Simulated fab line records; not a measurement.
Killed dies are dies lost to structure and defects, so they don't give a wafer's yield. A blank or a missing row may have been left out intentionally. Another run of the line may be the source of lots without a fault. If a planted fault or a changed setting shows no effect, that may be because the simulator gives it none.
8D (eight disciplines) problem report, filled in by code	flow n5_finfet	the parts of the form that need people (team, actions taken, sign-off) are left out

## 1. WHAT IS WRONG
spin_speed_rpm at N5_GATE_CUT_COAT_35 reads a mean of 1348.8 rpm on 6 wafers of 2 lots; wafers without a fault read 1499.9 rpm with a standard deviation of 0.93. So: -99 or more standard deviations from the usual mean.
The step: time 60 s, resist thk 10 nm.
First observed at day 8 02:11: wafer L571.3, on litho_track-03. Wafers with a number at this step in the record: 35, from 13 lots. The rule behind "out" and "out of limits": a value lying over 4 standard deviations away from the usual mean. Any other wafer with a number is counted as sound.

## 2. WHAT THIS IS AND IS NOT
question	is	is not
which readings at this step	spin_speed_rpm	heater_power_total_W
which lots	L571, L574	L558, L560, L561, L562, L563, L565, L567, L576, L577, L578, L579
which wafers of those lots	all that have a number	-
read on which tools	litho_track-03	litho_track-01, litho_track-02
when	from day 8 02:11	up to then (17 sound wafers); but 12 sound wafers of L576, L577, L578, L579 came after

## 3. SUSPECTS, AND WHAT RULES EACH OUT
Counting: a tool at any process step up to the reading remains a suspect when it ran all the lots that are out and ran no sound lot after the first of those.
- litho_track-03 at N5_GATE_CUT_COAT_35 (time 60 s, resist thk 10 nm): kept. It processed each lot that is out, first L571 at day 8 02:11, and no sound lot thereafter; up to then, the last sound lot it processed was L565 at day 6 05:46. Its own spin_speed_rpm readings are out on those wafers.
The count leaves litho_track-03 at N5_GATE_CUT_COAT_35.

## 4. THE CAUSE (what the simulator had put in)
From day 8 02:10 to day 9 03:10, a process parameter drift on litho_track-03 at N5_GATE_CUT_COAT_35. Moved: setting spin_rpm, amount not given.
After counting, this tool was the only one left.

## 5. SEQUENCE OF EFFECTS, ordered by route
Each row: a reading whose mean over the struck wafers that have a number lies more than 3 standard deviations from the usual. Only readings whose record carries a usual standard deviation are examined. hours: median over the lots of the time between each lot's start at the first step of this table that gives one and its start at this step. sigmas: the change, counted in usual standard deviations.
hours	step	reading	usual	on struck wafers	change	sigmas
0	N5_GATE_CUT_COAT_35	spin_speed_rpm	1499.9 rpm	1348.8	-151.1	-99 or more
Its process steps:
- N5_GATE_CUT_COAT_35: time 60 s, resist thk 10 nm.

## 6. WHAT WOULD HAVE CAUGHT IT SOONER
In this record no reading fell out of limits until day 8 02:11, 0 hours after the fault had begun at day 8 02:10.
